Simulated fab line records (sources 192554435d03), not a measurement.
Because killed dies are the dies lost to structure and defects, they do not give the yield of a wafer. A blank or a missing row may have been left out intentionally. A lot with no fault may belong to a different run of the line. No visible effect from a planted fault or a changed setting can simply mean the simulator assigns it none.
Which tool was responsible? / flow n5_finfet / Sampling: 24 lots, 72 wafers, 4 of 1938 route steps

== WHAT THE GAUGES SHOWED, per wafer ==
N5_ZERO_LAYER_CD_MEAS_11 targets a cd of 2000 nm.
lot=L074; measured=day 1 12:40; on=cd_sem-01; cd_nm (nm)=1999.7 1996.5 1999.6
lot=L075; measured=day 1 18:39; on=cd_sem-02; cd_nm (nm)=2002.0 1999.6 1998.1
lot=L076; measured=day 2 00:48; on=cd_sem-02; cd_nm (nm)=1999.3 1999.3 1997.2
lot=L077; measured=day 2 06:38; on=cd_sem-01; cd_nm (nm)=1998.4 1999.0 1995.7
lot=L078; measured=day 2 12:38; on=cd_sem-01; cd_nm (nm)=1997.7 1998.0 1999.8
lot=L079; measured=day 2 18:40; on=cd_sem-01; cd_nm (nm)=1997.3 1998.9 1999.1
lot=L080; measured=day 3 00:41; on=cd_sem-03; cd_nm (nm)=1999.9 2000.0 2001.5
lot=L081; measured=day 3 06:50; on=cd_sem-03; cd_nm (nm)=2001.2 2001.7 1999.1
lot=L082; measured=day 3 12:50; on=cd_sem-01; cd_nm (nm)=2002.4 2001.0 2001.6
lot=L083; measured=day 3 18:38; on=cd_sem-01; cd_nm (nm)=1996.3 1999.7 2001.7
lot=L084; measured=day 4 00:46; on=cd_sem-03; cd_nm (nm)=2002.2 1997.4 2000.9
lot=L085; measured=day 4 06:46; on=cd_sem-03; cd_nm (nm)=1997.9 1996.7 1997.6
lot=L086; measured=day 4 12:38; on=cd_sem-03; cd_nm (nm)=1999.5 1998.2 1998.4
lot=L087; measured=day 4 18:47; on=cd_sem-02; cd_nm (nm)=1998.8 1999.1 2002.2
lot=L088; measured=day 5 00:47; on=cd_sem-02; cd_nm (nm)=2001.1 2002.2 2000.4
lot=L089; measured=day 5 06:46; on=cd_sem-03; cd_nm (nm)=2001.0 2001.9 2001.3
lot=L090; measured=day 5 12:41; on=cd_sem-01; cd_nm (nm)=1996.8 2000.8 2000.9
lot=L091; measured=day 5 18:46; on=cd_sem-02; cd_nm (nm)=1997.8 1998.7 1997.7
lot=L092; measured=day 6 00:46; on=cd_sem-03; cd_nm (nm)=1999.7 2002.3 2000.6
lot=L093; measured=day 6 06:46; on=cd_sem-01; cd_nm (nm)=2000.2 1997.0 1998.3
lot=L094; measured=day 6 12:58; on=cd_sem-03; cd_nm (nm)=1999.6 1997.8 1999.5
lot=L095; measured=day 6 18:46; on=cd_sem-02; cd_nm (nm)=2001.1 2001.7 2003.2
lot=L096; measured=day 7 00:47; on=cd_sem-01; cd_nm (nm)=1997.5 1998.9 2001.6
lot=L097; measured=day 7 06:39; on=cd_sem-02; cd_nm (nm)=2000.0 2001.7 2002.3

N5_FIN_SAQP_INSPECT_18: inspects for defects (brightfield).
lot=L074; measured=day 1 21:35; on=defect_inspect-02; raw_defect_count=366 525 725
lot=L075; measured=day 2 04:27; on=defect_inspect-02; raw_defect_count=331 418 521
lot=L076; measured=day 2 10:53; on=defect_inspect-01; raw_defect_count=371 331 491
lot=L077; measured=day 2 16:40; on=defect_inspect-02; raw_defect_count=314 332 242
lot=L078; measured=day 2 22:23; on=defect_inspect-01; raw_defect_count=336 289 321
lot=L079; measured=day 3 04:28; on=defect_inspect-02; raw_defect_count=316 395 355
lot=L080; measured=day 3 10:25; on=defect_inspect-02; raw_defect_count=332 268 379
lot=L081; measured=day 3 16:35; on=defect_inspect-02; raw_defect_count=336 388 404
lot=L082; measured=day 3 23:11; on=defect_inspect-02; raw_defect_count=343 353 317
lot=L083; measured=day 4 06:36; on=defect_inspect-01; raw_defect_count=395 371 283
lot=L084; measured=day 4 11:01; on=defect_inspect-02; raw_defect_count=252 230 355
lot=L085; measured=day 4 17:19; on=defect_inspect-01; raw_defect_count=506 408 327
lot=L086; measured=day 4 22:21; on=defect_inspect-01; raw_defect_count=591 449 636
lot=L087; measured=day 5 06:18; on=defect_inspect-01; raw_defect_count=488 502 546
lot=L088; measured=day 5 10:52; on=defect_inspect-01; raw_defect_count=500 517 350
lot=L089; measured=day 5 15:47; on=defect_inspect-02; raw_defect_count=370 287 237
lot=L090; measured=day 5 22:16; on=defect_inspect-02; raw_defect_count=421 535 289
lot=L091; measured=day 6 04:03; on=defect_inspect-02; raw_defect_count=466 572 370
lot=L092; measured=day 6 10:56; on=defect_inspect-01; raw_defect_count=524 684 449
lot=L093; measured=day 6 15:39; on=defect_inspect-01; raw_defect_count=565 490 479
lot=L094; measured=day 6 22:07; on=defect_inspect-01; raw_defect_count=369 340 440
lot=L095; measured=day 7 03:55; on=defect_inspect-02; raw_defect_count=332 257 390
lot=L096; measured=day 7 09:26; on=defect_inspect-02; raw_defect_count=265 322 376
lot=L097; measured=day 7 15:44; on=defect_inspect-02; raw_defect_count=307 267 246

== WHICH TOOL RAN EACH LOT (tool, then ch and the chambers of the sampled wafers, then the start) ==
lot=L074; N5_ZERO_LAYER_PECVD_02=pecvd-02 ch 0,2, day 1 12:17; N5_PMOS_HMC_CHANNEL_EPI_CMP_21=cmp-04 ch 1,2,3, day 1 19:20
lot=L075; N5_ZERO_LAYER_PECVD_02=pecvd-02 ch 0,1,2, day 1 18:17; N5_PMOS_HMC_CHANNEL_EPI_CMP_21=cmp-03 ch 0,2,3, day 2 02:12
lot=L076; N5_ZERO_LAYER_PECVD_02=pecvd-03 ch 0,1, day 2 00:19; N5_PMOS_HMC_CHANNEL_EPI_CMP_21=cmp-03 ch 0,3, day 2 08:43
lot=L077; N5_ZERO_LAYER_PECVD_02=pecvd-02 ch 0,2, day 2 06:17; N5_PMOS_HMC_CHANNEL_EPI_CMP_21=cmp-03 ch 1,3, day 2 14:11
lot=L078; N5_ZERO_LAYER_PECVD_02=pecvd-03 ch 0,2, day 2 12:17; N5_PMOS_HMC_CHANNEL_EPI_CMP_21=cmp-01 ch 0,2,3, day 2 20:10
lot=L079; N5_ZERO_LAYER_PECVD_02=pecvd-02 ch 0,1,2, day 2 18:17; N5_PMOS_HMC_CHANNEL_EPI_CMP_21=cmp-04 ch 1,3, day 3 02:12
lot=L080; N5_ZERO_LAYER_PECVD_02=pecvd-03 ch 0,1,2, day 3 00:19; N5_PMOS_HMC_CHANNEL_EPI_CMP_21=cmp-04 ch 1,2,3, day 3 08:13
lot=L081; N5_ZERO_LAYER_PECVD_02=pecvd-02 ch 0,1,2, day 3 06:28; N5_PMOS_HMC_CHANNEL_EPI_CMP_21=cmp-01 ch 1,2, day 3 14:13
lot=L082; N5_ZERO_LAYER_PECVD_02=pecvd-04 ch 0,1, day 3 12:28; N5_PMOS_HMC_CHANNEL_EPI_CMP_21=cmp-04 ch 1,3, day 3 20:59
lot=L083; N5_ZERO_LAYER_PECVD_02=pecvd-02 ch 1,2, day 3 18:17; N5_PMOS_HMC_CHANNEL_EPI_CMP_21=cmp-01 ch 0,1, day 4 03:10
lot=L084; N5_ZERO_LAYER_PECVD_02=pecvd-03 ch 0,1, day 4 00:17; N5_PMOS_HMC_CHANNEL_EPI_CMP_21=cmp-04 ch 0,3, day 4 08:50
lot=L085; N5_ZERO_LAYER_PECVD_02=pecvd-03 ch 0,2, day 4 06:17; N5_PMOS_HMC_CHANNEL_EPI_CMP_21=cmp-04 ch 0,2,3, day 4 13:52
lot=L086; N5_ZERO_LAYER_PECVD_02=pecvd-03 ch 0,2, day 4 12:17; N5_PMOS_HMC_CHANNEL_EPI_CMP_21=cmp-03 ch 0,1,3, day 4 19:11
lot=L087; N5_ZERO_LAYER_PECVD_02=pecvd-02 ch 0,1, day 4 18:17; N5_PMOS_HMC_CHANNEL_EPI_CMP_21=cmp-01 ch 0,3, day 5 01:55
lot=L088; N5_ZERO_LAYER_PECVD_02=pecvd-03 ch 1,2, day 5 00:17; N5_PMOS_HMC_CHANNEL_EPI_CMP_21=cmp-03 ch 2,3, day 5 07:58
lot=L089; N5_ZERO_LAYER_PECVD_02=pecvd-03 ch 0,2, day 5 06:17; N5_PMOS_HMC_CHANNEL_EPI_CMP_21=cmp-01 ch 0,2,3, day 5 13:37
lot=L090; N5_ZERO_LAYER_PECVD_02=pecvd-04 ch 0,1, day 5 12:19; N5_PMOS_HMC_CHANNEL_EPI_CMP_21=cmp-04 ch 0,1,3, day 5 20:07
lot=L091; N5_ZERO_LAYER_PECVD_02=pecvd-04 ch 0,2, day 5 18:17; N5_PMOS_HMC_CHANNEL_EPI_CMP_21=cmp-03 ch 0,2,3, day 6 01:42
lot=L092; N5_ZERO_LAYER_PECVD_02=pecvd-04 ch 0,2, day 6 00:17; N5_PMOS_HMC_CHANNEL_EPI_CMP_21=cmp-01 ch 0,2,3, day 6 08:40
lot=L093; N5_ZERO_LAYER_PECVD_02=pecvd-04 ch 0,1,2, day 6 06:17; N5_PMOS_HMC_CHANNEL_EPI_CMP_21=cmp-01 ch 0,1,2, day 6 13:29
lot=L094; N5_ZERO_LAYER_PECVD_02=pecvd-02 ch 0,1,2, day 6 12:29; N5_PMOS_HMC_CHANNEL_EPI_CMP_21=cmp-04 ch 0,2,3, day 6 20:01
lot=L095; N5_ZERO_LAYER_PECVD_02=pecvd-04 ch 0,1,2, day 6 18:17; N5_PMOS_HMC_CHANNEL_EPI_CMP_21=cmp-03 ch 0,1,2, day 7 01:47
lot=L096; N5_ZERO_LAYER_PECVD_02=pecvd-04 ch 0,1,2, day 7 00:18; N5_PMOS_HMC_CHANNEL_EPI_CMP_21=cmp-01 ch 0,1,3, day 7 07:05
lot=L097; N5_ZERO_LAYER_PECVD_02=pecvd-03 ch 0,1,2, day 7 06:19; N5_PMOS_HMC_CHANNEL_EPI_CMP_21=cmp-03 ch 0,1,3, day 7 13:20
- N5_ZERO_LAYER_PECVD_02: deposits SiO2 from SiH4/N2O, target thk 10 nm, time 6 s.
- N5_PMOS_HMC_CHANNEL_EPI_CMP_21: polishes SiGe30, target thk 54 nm.

== WHAT THE TOOLS THEMSELVES READ (means of the sampled wafers that have a number; where no wafer has one, the mark that the record gives instead) ==
N5_ZERO_LAYER_PECVD_02.
lot=L074; tool=pecvd-02; heater_power_w (W)=856; showerhead_plenum_p_Torr (Torr)=8.15
lot=L075; tool=pecvd-02; heater_power_w (W)=825; showerhead_plenum_p_Torr (Torr)=8.19
lot=L076; tool=pecvd-03; heater_power_w (W)=684; showerhead_plenum_p_Torr (Torr)=8.11
lot=L077; tool=pecvd-02; heater_power_w (W)=923; showerhead_plenum_p_Torr (Torr)=8.12
lot=L078; tool=pecvd-03; heater_power_w (W)=674; showerhead_plenum_p_Torr (Torr)=8.23
lot=L079; tool=pecvd-02; heater_power_w (W)=827; showerhead_plenum_p_Torr (Torr)=8.20
lot=L080; tool=pecvd-03; heater_power_w (W)=675; showerhead_plenum_p_Torr (Torr)=8.16
lot=L081; tool=pecvd-02; heater_power_w (W)=810; showerhead_plenum_p_Torr (Torr)=8.20
lot=L082; tool=pecvd-04; heater_power_w (W)=709; showerhead_plenum_p_Torr (Torr)=8.40
lot=L083; tool=pecvd-02; heater_power_w (W)=831; showerhead_plenum_p_Torr (Torr)=8.18
lot=L084; tool=pecvd-03; heater_power_w (W)=721; showerhead_plenum_p_Torr (Torr)=8.22
lot=L085; tool=pecvd-03; heater_power_w (W)=651; showerhead_plenum_p_Torr (Torr)=8.21
lot=L086; tool=pecvd-03; heater_power_w (W)=747; showerhead_plenum_p_Torr (Torr)=8.29
lot=L087; tool=pecvd-02; heater_power_w (W)=830; showerhead_plenum_p_Torr (Torr)=8.22
lot=L088; tool=pecvd-03; heater_power_w (W)=664; showerhead_plenum_p_Torr (Torr)=8.05
lot=L089; tool=pecvd-03; heater_power_w (W)=745; showerhead_plenum_p_Torr (Torr)=8.29
lot=L090; tool=pecvd-04; heater_power_w (W)=773; showerhead_plenum_p_Torr (Torr)=8.25
lot=L091; tool=pecvd-04; heater_power_w (W)=683; showerhead_plenum_p_Torr (Torr)=8.13
lot=L092; tool=pecvd-04; heater_power_w (W)=665; showerhead_plenum_p_Torr (Torr)=8.13
lot=L093; tool=pecvd-04; heater_power_w (W)=700; showerhead_plenum_p_Torr (Torr)=8.27
lot=L094; tool=pecvd-02; heater_power_w (W)=828; showerhead_plenum_p_Torr (Torr)=8.20
lot=L095; tool=pecvd-04; heater_power_w (W)=702; showerhead_plenum_p_Torr (Torr)=8.26
lot=L096; tool=pecvd-04; heater_power_w (W)=643; showerhead_plenum_p_Torr (Torr)=8.27
lot=L097; tool=pecvd-03; heater_power_w (W)=704; showerhead_plenum_p_Torr (Torr)=8.17

N5_PMOS_HMC_CHANNEL_EPI_CMP_21.
lot=L074; tool=cmp-04; motor_current_A (A)=11.4
lot=L075; tool=cmp-03; motor_current_A (A)=13.4
lot=L076; tool=cmp-03; motor_current_A (A)=12.0
lot=L077; tool=cmp-03; motor_current_A (A)=13.3
lot=L078; tool=cmp-01; motor_current_A (A)=11.4
lot=L079; tool=cmp-04; motor_current_A (A)=11.7
lot=L080; tool=cmp-04; motor_current_A (A)=11.4
lot=L081; tool=cmp-01; motor_current_A (A)=11.4
lot=L082; tool=cmp-04; motor_current_A (A)=11.5
lot=L083; tool=cmp-01; motor_current_A (A)=10.8
lot=L084; tool=cmp-04; motor_current_A (A)=10.8
lot=L085; tool=cmp-04; motor_current_A (A)=10.9
lot=L086; tool=cmp-03; motor_current_A (A)=13.1
lot=L087; tool=cmp-01; motor_current_A (A)=10.9
lot=L088; tool=cmp-03; motor_current_A (A)=14.4
lot=L089; tool=cmp-01; motor_current_A (A)=12.0
lot=L090; tool=cmp-04; motor_current_A (A)=11.7
lot=L091; tool=cmp-03; motor_current_A (A)=12.9
lot=L092; tool=cmp-01; motor_current_A (A)=11.7
lot=L093; tool=cmp-01; motor_current_A (A)=11.1
lot=L094; tool=cmp-04; motor_current_A (A)=10.9
lot=L095; tool=cmp-03; motor_current_A (A)=13.2
lot=L096; tool=cmp-01; motor_current_A (A)=11.6
lot=L097; tool=cmp-03; motor_current_A (A)=12.8

== THE ANSWER, worked out from the rows above alone ==
Rule: usual is defined by the lots themselves. The widest of any qualifying gaps counts: lots, ordered by their means at a reading, are off when they make up no more than a third of the lots, leave a main group of 4 or more, and stand apart from it by 3 or more times the standard deviation of that group's means. Not used: any main group whose means are identical at the precision the tables above print for the reading. Also off: a lot with no number at a reading for which 4 or more lots have one. Any other lot the step has rows for is counted as sound. First the gauges in route order, then the tools' own readings, where a lot's mean is used as printed above. At the first step where some lot is off, the reading lying furthest off is the one used; lots without a number count as furthest.
Nothing can be told from this: no lot is off at any reading shown.

== WHAT THE SIMULATOR HAD PUT IN ==
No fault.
